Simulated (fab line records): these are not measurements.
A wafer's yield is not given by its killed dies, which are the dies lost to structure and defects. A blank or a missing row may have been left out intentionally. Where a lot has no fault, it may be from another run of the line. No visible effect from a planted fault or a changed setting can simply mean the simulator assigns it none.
fab line records ; flow nandHarc ; part 1 of 2: steps 1 to 22 of 29
record lots=5; wafers=15; lastDay=24
route steps=1159 shown A_STAIRCASE@671
lots that met no fault: from a run of the same line without faults
startH: start of the lot's first displayed wafer, in hours after the record's first day ; waitH: hours elapsed since this lot's preceding step ; " same as the row above ; L1.1+2: one row covering several wafers at once ; - value missing, or start not given ; * or withheld: withheld ; < > ~ a bound
route shown NAME@n: names a module that has steps shown in the file, with the first one's number in the route ; usual: average and standard deviation across the fault-free wafers ; same: alike in all rows ; chamber/n: place in a boat ; sites: the reading at each site ; _std_site: their standard deviation ; _edge_site: outer sites' mean less inner sites' ; radiusMm: for every site, how far away it sits from the centre of the wafer ; mask NAME#n: copy n ; behind: the last tool/chamber to shape the wafer ; hold: why the lot was held/for how many hours/how that ended ; device: transistor that didn't switch, given as n, p or np ; end of line: the same wafers' tests at the end of the route ; where a step has no rows: the recipe by itself ; killed: the dies lost at the first sort to structure and to defects; this is not the yield of the wafer ; map: a wafer's dies, x killed, . not, _ none there
set.NAME: the setting as run; set.NAME@STEP: as run at that earlier step ; model.NAME: the simulator's own value behind a step, which no gauge read
a table for each step, a row for each wafer; lots at some steps of the route
services: when a tool's chamber went out of use (startH, in hours from the record's first day, below 0 if earlier), for how many hours, and the reason
## steps
# step NHARC_A_STAIRCASE_STRIP_296
# recipe timeS=900; tempC=130; chemistry=SPM
# usual bathGuardTempC=130.0/0.51; bathHeatDutyPct=15.4/1.4; tempC=130.00/0.13
lot.wafer;tool;chamber;startH;waitH;bathGuardTempC;bathHeatDutyPct;tempC
L076.2;wetBench-05;4;269.10;-;130.9;16.5;129.97
L076.5;wetBench-05;0;269.10;-;129.5;16.9;129.76
L076.3;wetBench-05;1;269.10;-;129.9;15.7;129.79
L082.3;wetBench-05;7;309.09;-;130.0;15.8;129.73
L082.4;wetBench-05;0;309.09;-;129.6;16.4;129.89
L082.2;wetBench-05;3;309.09;-;130.3;16.8;129.71
L088.5;wetBench-02;6;345.06;-;129.7;16.0;130.07
L088.2;wetBench-02;7;345.06;-;130.5;14.2;129.96
L088.6;wetBench-02;2;345.06;-;130.3;15.6;130.16
L096.6;wetBench-01;0;380.32;-;130.0;14.6;130.05
L096.5;wetBench-01;2;380.32;-;129.9;15.9;130.03
L096.2;wetBench-01;4;380.32;-;129.3;16.8;130.00
L094.1;wetBench-01;7;382.17;-;130.6;13.2;129.98
L094.2;wetBench-01;1;382.17;-;131.1;16.1;129.77
L094.5;wetBench-01;2;382.17;-;130.0;16.0;130.00
# step NHARC_A_STAIRCASE_PRECLEAN_297
# recipe timeS=*; tempC=50; bathAgeMin=0; chemistry=SC1
# usual bathGuardTempC=50.0/0.55; bathHeatDutyPct=7.4/0.79; h2o2FlowMLMin=56.63/0.16; nh4ohFlowMLMin=28.30/0.089; tempC=50.00/0.11
lot.wafer;tool;chamber;startH;waitH;bathGuardTempC;bathHeatDutyPct;h2o2FlowMLMin;nh4ohFlowMLMin;tempC
L076.2;wetBench-05;4;-;-;50.6;7.2;56.89;28.25;49.99
L076.5;wetBench-05;0;-;-;49.4;8.5;56.68;28.25;49.98
L076.3;wetBench-05;1;-;-;50.2;7.2;56.43;28.18;50.26
L082.3;wetBench-05;7;-;-;50.5;7.0;56.65;28.38;50.32
L082.4;wetBench-05;0;-;-;49.0;7.9;56.52;28.29;50.09
L082.2;wetBench-05;3;-;-;49.7;7.6;56.73;28.34;50.12
L088.5;wetBench-02;6;-;-;49.7;6.9;56.60;28.22;49.80
L088.2;wetBench-02;7;-;-;50.6;7.0;56.51;28.36;49.99
L088.6;wetBench-02;2;-;-;50.3;8.5;56.77;28.30;50.01
L096.6;wetBench-01;0;-;-;50.2;7.1;56.64;28.44;50.09
L096.5;wetBench-01;2;-;-;49.4;8.1;56.51;28.25;50.06
L096.2;wetBench-01;4;-;-;49.5;8.6;56.73;28.57;49.99
L094.1;wetBench-01;7;-;-;50.6;6.5;56.29;28.28;50.21
L094.2;wetBench-01;1;-;-;51.0;7.8;56.49;28.26;50.03
L094.5;wetBench-01;2;-;-;49.5;7.5;56.71;28.37;49.86
# step NHARC_A_STAIRCASE_SRD_298
lot.wafer;tool;chamber;startH;waitH
L076.2+5+3;wetBench-05;4,0,1;-;-
L082.3+4+2;wetBench-05;7,0,3;-;-
L088.5+2+6;wetBench-02;6,7,2;-;-
L096.6+5+2;wetBench-01;0,2,4;-;-
L094.1+2+5;wetBench-01;7,1,2;-;-
# step NHARC_A_STAIRCASE_HM_DEP_462
# recipe targetThkA=8000; tempC=400; material=aC
# usual throttleValvePct=35.000/0.0093
lot.wafer;tool;chamber;startH;waitH;throttleValvePct
L076.2;aclDep-01;0;269.93;0.4;35.015
L076.3;aclDep-01;0;269.93;0.4;34.990
L076.5;aclDep-01;0;269.93;0.4;35.008
L082.2;aclDep-01;0;311.74;2.1;34.999
L082.3;aclDep-01;0;311.74;2.1;34.991
L082.4;aclDep-01;0;311.74;2.1;35.018
L088.2;aclDep-03;0;345.89;0.4;34.981
L088.5;aclDep-03;0;345.89;0.4;34.997
L088.6;aclDep-03;0;345.89;0.4;35.004
L096.2;aclDep-01;0;383.01;2.2;34.998
L096.5;aclDep-01;0;383.01;2.2;35.015
L096.6;aclDep-01;0;383.01;2.2;34.985
L094.1;aclDep-01;0;384.53;1.9;35.009
L094.2;aclDep-01;0;384.53;1.9;35.014
L094.5;aclDep-01;0;384.53;1.9;34.991
# step NHARC_A_STAIRCASE_DEP_301
# recipe targetThkA=300; targetThkNm=30; tempC=400; pressureTorr=3.5; flowSccm=200; rfW=350; material=SiON
# usual heaterPowerW=799/69
lot.wafer;tool;chamber;startH;waitH;heaterPowerW
L076.3;pecvd-04;2;271.50;1.0;816
L076.2;pecvd-04;0;271.50;1.0;758
L076.5;pecvd-04;1;271.50;1.0;825
L082.3;pecvd-03;0;313.30;0.9;788
L082.2;pecvd-03;1;313.30;0.9;658
L082.4;pecvd-03;2;313.30;0.9;826
L088.2;pecvd-03;2;347.48;1.3;919
L088.5;pecvd-03;2;347.48;1.3;946
L088.6;pecvd-03;0;347.48;1.3;695
L096.2;pecvd-03;2;384.64;1.3;800
L096.6;pecvd-03;2;384.64;1.3;804
L096.5;pecvd-03;0;384.64;1.3;730
L094.1;pecvd-03;1;386.42;1.6;730
L094.2;pecvd-03;2;386.42;1.6;836
L094.5;pecvd-03;0;386.42;1.6;719
# step NHARC_A_STAIRCASE_DEHYDRATE_302
# recipe tempC=150; timeS=120
lot.wafer;tool;chamber;startH;waitH
L076.2+3+5;lithoTrack-02;0;271.74;0.2
L082.2+3+4;lithoTrack-02;0;313.58;0.2
L088.2+5+6;lithoTrack-07;0;347.73;0.2
L096.2+5+6;lithoTrack-07;0;384.91;0.2
L094.1+2+5;lithoTrack-02;0;386.67;0.2
# step NHARC_A_STAIRCASE_HMDS_303
# recipe timeS=30
lot.wafer;tool;chamber;startH;waitH
L076.2+3+5;lithoTrack-02;0;-;-
L082.2+3+4;lithoTrack-02;0;-;-
L088.2+5+6;lithoTrack-07;0;-;-
L096.2+5+6;lithoTrack-07;0;-;-
L094.1+2+5;lithoTrack-02;0;-;-
# step NHARC_A_STAIRCASE_COAT_304
# recipe spinRpm=1200
# usual spinSpeedRpm=1200.1/0.75
lot.wafer;tool;chamber;startH;waitH;spinSpeedRpm
L076.2;lithoTrack-02;0;-;-;1199.7
L076.3;lithoTrack-02;0;-;-;1199.6
L076.5;lithoTrack-02;0;-;-;1199.5
L082.2;lithoTrack-02;0;-;-;1198.9
L082.3;lithoTrack-02;0;-;-;1199.9
L082.4;lithoTrack-02;0;-;-;1199.3
L088.2;lithoTrack-07;0;-;-;1199.4
L088.5;lithoTrack-07;0;-;-;1200.8
L088.6;lithoTrack-07;0;-;-;1201.2
L096.2;lithoTrack-07;0;-;-;1199.7
L096.5;lithoTrack-07;0;-;-;1199.8
L096.6;lithoTrack-07;0;-;-;1199.1
L094.1;lithoTrack-02;0;-;-;1199.7
L094.2;lithoTrack-02;0;-;-;1200.4
L094.5;lithoTrack-02;0;-;-;1201.0
# step NHARC_A_STAIRCASE_SOFTBAKE_305
# recipe tempC=135; timeS=170
lot.wafer;tool;chamber;startH;waitH
L076.2+3+5;lithoTrack-02;0;-;-
L082.2+3+4;lithoTrack-02;0;-;-
L088.2+5+6;lithoTrack-07;0;-;-
L096.2+5+6;lithoTrack-07;0;-;-
L094.1+2+5;lithoTrack-02;0;-;-
# step NHARC_A_STAIRCASE_EBR_306
lot.wafer;tool;chamber;startH;waitH
L076.2+3+5;lithoTrack-02;0;-;-
L082.2+3+4;lithoTrack-02;0;-;-
L088.2+5+6;lithoTrack-07;0;-;-
L096.2+5+6;lithoTrack-07;0;-;-
L094.1+2+5;lithoTrack-02;0;-;-
# step NHARC_A_STAIRCASE_EXPOSE_307
# recipe na=0.5; doseMj=45.72; maskId=CHOP_50
lot.wafer;tool;chamber;startH;waitH;mask
L076.2+3+5;krfScanner-03;0;271.96;-;CHOP_50#0
L082.2+3+4;krfScanner-04;0;313.92;-;CHOP_50#0
L088.2+5+6;krfScanner-01;0;348.07;-;CHOP_50#0
L096.2+5+6;krfScanner-04;0;385.25;-;CHOP_50#0
L094.1+2+5;krfScanner-01;0;387.00;-;CHOP_50#0
# step NHARC_A_STAIRCASE_PEB_308
# recipe pebTempC=115; pebTimeS=130
lot.wafer;tool;chamber;startH;waitH
L076.2+3+5;lithoTrack-07;0;272.02;0.1
L082.2+3+4;lithoTrack-07;0;313.98;0.1
L088.2+5+6;lithoTrack-07;0;348.13;0.1
L096.2+5+6;lithoTrack-07;0;385.31;0.1
L094.1+2+5;lithoTrack-03;0;387.07;0.1
# step NHARC_A_STAIRCASE_DEVELOP_309
# recipe timeS=140
lot.wafer;tool;chamber;startH;waitH
L076.2+3+5;lithoTrack-07;0;-;-
L082.2+3+4;lithoTrack-07;0;-;-
L088.2+5+6;lithoTrack-07;0;-;-
L096.2+5+6;lithoTrack-07;0;-;-
L094.1+2+5;lithoTrack-03;0;-;-
# step NHARC_A_STAIRCASE_HARDBAKE_311
# recipe tempC=120; timeS=140
lot.wafer;tool;chamber;startH;waitH
L076.2+3+5;lithoTrack-02;0;272.25;-
L082.2+3+4;lithoTrack-07;0;314.21;-
L088.2+5+6;lithoTrack-07;0;348.35;-
L096.2+5+6;lithoTrack-03;0;385.53;-
L094.1+2+5;lithoTrack-02;0;387.28;-
# step NHARC_A_STAIRCASE_DESCUM_312
# recipe timeS=3; o2FlowSccm=200; arFlowSccm=0; biasPowerW=0; chemistry=O2
# usual drypumpMotorCurrentA=5.5/0.33; o2FlowSccm=200.0/0.6; oesProductAu=1.000/0.0073; rfVppV=58.0/0.94; showerheadPlenumPTorr=1.95/0.075; throttleValvePct=11.312/0.0085
# same biasPowerW=0
lot.wafer;tool;chamber;startH;waitH;drypumpMotorCurrentA;o2FlowSccm;oesProductAu;rfHoursCounterH;rfVppV;showerheadPlenumPTorr;throttleValvePct
L076.2;rieDiel-06;0;272.35;-;5.0;199.7;1.023;8;59.8;2.02;11.319
L076.3;rieDiel-06;2;272.35;-;5.3;200.8;1.006;7;57.4;2.05;11.293
L076.5;rieDiel-06;3;272.35;-;4.7;200.2;0.999;-;58.5;2.05;11.313
L082.3;rieDiel-07;2;314.42;-;5.6;199.6;0.990;30;58.1;1.97;11.320
L082.4;rieDiel-07;3;314.42;-;5.5;200.5;1.002;34;57.8;1.91;11.306
L082.2;rieDiel-07;1;314.42;-;5.6;199.2;1.002;34;58.1;1.92;11.311
L088.2;rieDiel-07;2;348.44;-;5.6;200.4;1.006;44;55.9;1.96;11.313
L088.6;rieDiel-07;2;348.44;-;5.6;201.0;0.997;-;57.9;1.96;11.309
L088.5;rieDiel-07;3;348.44;-;5.5;199.3;0.995;-;57.9;1.91;11.292
L096.2;rieDiel-07;3;385.65;-;5.5;199.7;0.992;59;59.7;1.91;11.303
L096.5;rieDiel-07;2;385.65;-;5.6;200.3;0.998;-;57.5;1.96;11.305
L096.6;rieDiel-07;3;385.65;-;5.5;200.4;0.995;-;59.5;1.91;11.318
L094.2;rieDiel-02;0;387.38;-;5.8;200.8;1.009;17;58.0;1.83;11.315
L094.1;rieDiel-02;1;387.38;-;5.5;201.4;1.007;17;56.3;1.80;11.330
L094.5;rieDiel-02;1;387.38;-;5.4;200.2;1.003;-;57.3;1.80;11.298
# step NHARC_A_STAIRCASE_ETCH_313
# recipe cf4FlowSccm=100; chf3FlowSccm=30; arFlowSccm=0; rfW=500; biasW=200; chemistry=CF4/CHF3
# usual biasW=200.0/0.56; chf3FlowSccm=30.01/0.096; drypumpMotorCurrentA=5.5/0.35; oesProductAu=0.945/0.022; rfVppV=371.4/2.1; showerheadPlenumPTorr=1.60/0.057; throttleValvePct=16.803/0.0097
lot.wafer;tool;chamber;startH;waitH;biasW;chf3FlowSccm;drypumpMotorCurrentA;oesProductAu;rfHoursCounterH;rfVppV;showerheadPlenumPTorr;throttleValvePct
L076.3;rieDiel-06;1;272.43;0.1;200.3;29.92;5.2;0.961;8;371.0;1.59;16.812
L076.2;rieDiel-06;2;272.43;0.1;199.2;30.05;5.3;0.976;7;373.3;1.68;16.802
L076.5;rieDiel-06;0;272.43;0.1;199.1;29.92;5.0;0.967;-;373.1;1.66;16.822
L082.2;rieDiel-07;2;314.51;0.1;199.9;29.97;5.6;0.926;30;373.3;1.61;16.802
L082.4;rieDiel-07;3;314.51;0.1;200.7;30.07;5.4;0.933;34;372.1;1.57;16.819
L082.3;rieDiel-07;0;314.51;0.1;198.6;29.99;5.7;0.932;29;371.6;1.63;16.807
L088.2;rieDiel-07;2;348.54;0.1;200.0;30.03;5.6;0.952;44;371.8;1.61;16.795
L088.5;rieDiel-07;1;348.54;0.1;200.3;29.89;5.6;0.978;-;371.1;1.58;16.821
L088.6;rieDiel-07;2;348.54;0.1;199.9;29.89;5.6;0.963;-;373.6;1.61;16.808
L096.2;rieDiel-07;1;385.89;0.2;199.7;30.07;5.6;0.923;54;370.1;1.58;16.812
L096.6;rieDiel-07;0;385.89;0.2;200.3;30.06;5.7;0.925;-;372.6;1.62;16.797
L096.5;rieDiel-07;1;385.89;0.2;201.2;29.97;5.6;0.939;-;369.8;1.58;16.790
L094.1;rieDiel-02;0;387.59;0.2;200.2;29.97;5.8;0.944;17;368.3;1.51;16.807
L094.2;rieDiel-02;2;387.59;0.2;199.7;30.04;5.1;0.952;18;374.7;1.68;16.798
L094.5;rieDiel-02;0;387.59;0.2;200.1;30.08;5.8;0.955;-;368.7;1.51;16.802
# step NHARC_A_STAIRCASE_HM_OPEN_463
# recipe o2FlowSccm=400; cosFlowSccm=20; arFlowSccm=0; rfW=500; biasW=300; chemistry=O2/COS
# usual biasW=300.2/0.85; drypumpMotorCurrentA=5.5/0.35; o2FlowSccm=400.0/1.2; oesProductAu=1.000/0.0066; rfVppV=468.3/2.5; showerheadPlenumPTorr=3.18/0.12; throttleValvePct=28.329/0.0092
lot.wafer;tool;chamber;startH;waitH;biasW;drypumpMotorCurrentA;o2FlowSccm;oesProductAu;rfHoursCounterH;rfVppV;showerheadPlenumPTorr;throttleValvePct
L076.2;rieDiel-06;2;-;-;299.7;5.3;400.5;1.004;7;471.0;3.34;28.326
L076.3;rieDiel-06;0;-;-;300.5;5.0;399.9;1.008;8;470.6;3.29;28.324
L076.5;rieDiel-06;1;-;-;300.6;5.2;398.9;1.003;-;468.7;3.15;28.331
L082.3;rieDiel-07;3;-;-;299.9;5.5;399.8;1.003;34;467.6;3.12;28.329
L082.2;rieDiel-07;0;-;-;298.1;5.7;399.8;1.007;29;468.6;3.23;28.330
L082.4;rieDiel-07;1;-;-;300.4;5.6;398.6;0.991;35;467.2;3.14;28.323
L088.2;rieDiel-07;0;-;-;299.7;5.7;399.5;1.004;44;469.4;3.22;28.322
L088.6;rieDiel-07;2;-;-;300.3;5.6;400.8;0.999;-;467.7;3.20;28.331
L088.5;rieDiel-07;3;-;-;300.8;5.5;402.1;0.998;-;467.0;3.12;28.332
L096.2;rieDiel-07;1;-;-;300.7;5.6;399.5;0.998;54;466.5;3.13;28.332
L096.5;rieDiel-07;3;-;-;299.8;5.5;399.9;0.997;-;468.0;3.11;28.332
L096.6;rieDiel-07;0;-;-;299.2;5.7;400.3;0.997;-;469.3;3.22;28.328
L094.2;rieDiel-02;0;-;-;299.3;5.9;401.1;1.010;17;464.7;3.00;28.314
L094.1;rieDiel-02;1;-;-;300.5;5.5;399.8;0.992;17;463.8;2.95;28.332
L094.5;rieDiel-02;1;-;-;300.2;5.5;399.2;1.005;-;464.1;2.95;28.340
# step NHARC_A_STAIRCASE_STRIP_464
# recipe o2FlowSccm=400; cosFlowSccm=20; arFlowSccm=0; biasW=0; chemistry=O2/COS
lot.wafer;tool;chamber;startH;waitH
L076.2+3+5;rieDiel-06;2,3,2;-;-
L082.3+2+4;rieDiel-07;1,2,3;-;-
L088.2+5+6;rieDiel-07;1,0,1;-;-
L096.2+6+5;rieDiel-07;2,0,1;-;-
L094.1+2+5;rieDiel-02;0,2,0;-;-
# step NHARC_A_STAIRCASE_ETCH_453
# recipe targetDepthA=300; overetchA=30; timeS=16.5; ionEnergyEv=100; cf4FlowSccm=80; o2FlowSccm=20; arFlowSccm=0; rfW=300; biasW=100; chemistry=CF4/O2
# usual biasW=99.97/0.27; drypumpMotorCurrentA=5.5/0.34; o2FlowSccm=19.99/0.065; oesProductAu=1.001/0.0072; rfVppV=198.2/1.3; showerheadPlenumPTorr=1.36/0.052; throttleValvePct=13.398/0.0089
lot.wafer;tool;chamber;startH;waitH;biasW;drypumpMotorCurrentA;o2FlowSccm;oesProductAu;rfHoursCounterH;rfVppV;showerheadPlenumPTorr;throttleValvePct
L076.3;rieDiel-06;2;-;-;100.39;5.3;20.01;1.014;7;198.7;1.43;13.408
L076.2;rieDiel-06;0;-;-;99.58;5.0;20.04;1.007;8;200.0;1.41;13.397
L076.5;rieDiel-06;3;-;-;100.37;4.7;19.92;0.999;-;199.9;1.43;13.408
L082.2;rieDiel-07;1;-;-;99.49;5.6;19.98;1.002;35;198.8;1.34;13.415
L082.3;rieDiel-07;2;-;-;99.85;5.6;20.02;0.992;30;197.7;1.37;13.395
L082.4;rieDiel-07;3;-;-;99.69;5.5;20.00;0.997;34;199.7;1.34;13.399
L088.2;rieDiel-07;3;-;-;99.80;5.5;20.00;1.006;48;197.7;1.33;13.403
L088.6;rieDiel-07;3;-;-;100.38;5.4;19.96;0.998;-;198.9;1.33;13.411
L088.5;rieDiel-07;0;-;-;100.33;5.7;20.11;0.993;-;200.1;1.38;13.394
L096.2;rieDiel-07;0;-;-;100.53;5.7;19.97;1.005;57;197.6;1.38;13.408
L096.6;rieDiel-07;2;-;-;100.01;5.6;19.88;1.000;-;198.3;1.36;13.395
L096.5;rieDiel-07;3;-;-;100.32;5.5;20.05;1.002;-;198.1;1.33;13.388
L094.2;rieDiel-02;3;-;-;99.97;6.1;20.07;1.001;18;198.9;1.37;13.408
L094.1;rieDiel-02;1;-;-;99.37;5.5;19.96;0.991;17;196.6;1.26;13.393
L094.5;rieDiel-02;2;-;-;100.38;5.2;20.04;0.998;-;199.2;1.43;13.402
# step NHARC_A_STAIRCASE_ETCH_315
# recipe targetDepthA=25000; timeS=607.1; ionEnergyEv=800; c4f8FlowSccm=80; o2FlowSccm=60; arFlowSccm=withheld; rfW=600; biasW=3000; chemistry=C4F8/O2/Ar
# usual biasW=3000/7.9; oesProductAu=0.934/0.0091; rfVppV=1832/9.3
lot.wafer;tool;chamber;startH;waitH;biasW;oesProductAu;rfHoursCounterH;rfVppV
L076.3;rieDiel-06;1;-;-;2996;0.954;8;1828
L076.2;rieDiel-06;3;-;-;2989;0.936;7;1843
L076.5;rieDiel-06;2;-;-;3001;0.941;-;1844
L082.2;rieDiel-07;1;-;-;2999;0.928;35;1828
L082.3;rieDiel-07;2;-;-;2987;0.932;30;1834
L082.4;rieDiel-07;3;-;-;3006;0.929;34;1829
L088.2;rieDiel-07;3;-;-;3011;0.945;48;1827
L088.6;rieDiel-07;0;-;-;3001;0.944;-;1835
L088.5;rieDiel-07;1;-;-;2999;0.942;-;1828
L096.2;rieDiel-07;1;-;-;2995;0.924;55;1828
L096.6;rieDiel-07;1;-;-;2993;0.927;-;1827
L096.5;rieDiel-07;2;-;-;3001;0.931;-;1834
L094.1;rieDiel-02;1;-;-;3005;0.928;18;1812
L094.2;rieDiel-02;3;-;-;3013;0.928;18;1833
L094.5;rieDiel-02;1;-;-;3001;0.931;-;1813
# step NHARC_A_STAIRCASE_STRIP_316
# recipe o2FlowSccm=500; arFlowSccm=0; biasW=0; chemistry=O2
# usual drypumpMotorCurrentA=5.5/0.34; o2FlowSccm=499.7/1.6; oesProductAu=1.000/0.0072; rfVppV=58.0/0.88; showerheadPlenumPTorr=3.59/0.13; throttleValvePct=17.038/0.0088
# same biasW=0
lot.wafer;tool;chamber;startH;waitH;drypumpMotorCurrentA;o2FlowSccm;oesProductAu;rfHoursCounterH;rfVppV;showerheadPlenumPTorr;throttleValvePct
L076.2;rieDiel-06;2;-;-;5.3;496.3;1.005;8;57.3;3.77;17.041
L076.3;rieDiel-06;1;-;-;5.2;499.1;1.007;8;58.8;3.56;17.036
L076.5;rieDiel-06;2;-;-;5.3;500.0;1.001;-;56.9;3.77;17.034
L082.4;rieDiel-07;0;-;-;5.7;500.1;0.995;31;57.4;3.65;17.033
L082.2;rieDiel-07;2;-;-;5.6;499.9;0.993;31;56.7;3.62;17.034
L082.3;rieDiel-07;3;-;-;5.5;498.9;0.994;35;57.6;3.53;17.022
L088.2;rieDiel-07;3;-;-;5.5;499.7;0.999;48;58.8;3.52;17.044
L088.6;rieDiel-07;0;-;-;5.7;500.0;0.992;-;57.1;3.64;17.029
L088.5;rieDiel-07;1;-;-;5.6;498.7;0.995;-;58.3;3.54;17.031
L096.2;rieDiel-07;1;-;-;5.6;500.3;1.000;55;59.1;3.54;17.034
L096.6;rieDiel-07;0;-;-;5.7;505.3;0.998;-;58.4;3.63;17.037
L096.5;rieDiel-07;1;-;-;5.6;497.8;1.011;-;57.5;3.54;17.045
L094.2;rieDiel-02;0;-;-;5.8;499.4;1.000;18;58.2;3.39;17.027
L094.1;rieDiel-02;2;-;-;5.2;499.0;1.002;19;57.7;3.76;17.045
L094.5;rieDiel-02;0;-;-;5.8;500.2;0.995;-;57.7;3.39;17.041
# step NHARC_A_STAIRCASE_STRIP_317
# recipe timeS=900; tempC=130; chemistry=SPM
# usual bathGuardTempC=130.1/0.52; bathHeatDutyPct=15.2/1.5; tempC=130.00/0.14
lot.wafer;tool;chamber;startH;waitH;bathGuardTempC;bathHeatDutyPct;tempC
L076.3;wetBench-01;5;273.69;-;129.9;18.8;129.96
L076.2;wetBench-01;6;273.69;-;129.7;12.5;129.92
L076.5;wetBench-01;0;273.69;-;129.9;14.6;129.94
L082.3;wetBench-02;4;316.40;-;131.3;14.0;129.90
L082.4;wetBench-02;7;316.40;-;130.4;14.9;129.98
L082.2;wetBench-02;0;316.40;-;129.4;16.1;129.88
L088.5;wetBench-01;4;349.83;-;129.5;16.8;130.29
L088.6;wetBench-01;6;349.83;-;129.6;14.4;130.09
L088.2;wetBench-01;7;349.83;-;130.9;14.5;130.28
L096.5;wetBench-01;6;387.71;-;129.3;13.1;130.15
L096.6;wetBench-01;7;387.71;-;130.6;14.8;130.01
L096.2;wetBench-01;0;387.71;-;129.8;14.0;130.22
L094.5;wetBench-01;4;389.34;-;129.7;18.2;130.14
L094.2;wetBench-01;6;389.34;-;129.9;14.0;129.84
L094.1;wetBench-01;1;389.34;-;130.8;14.3;130.14
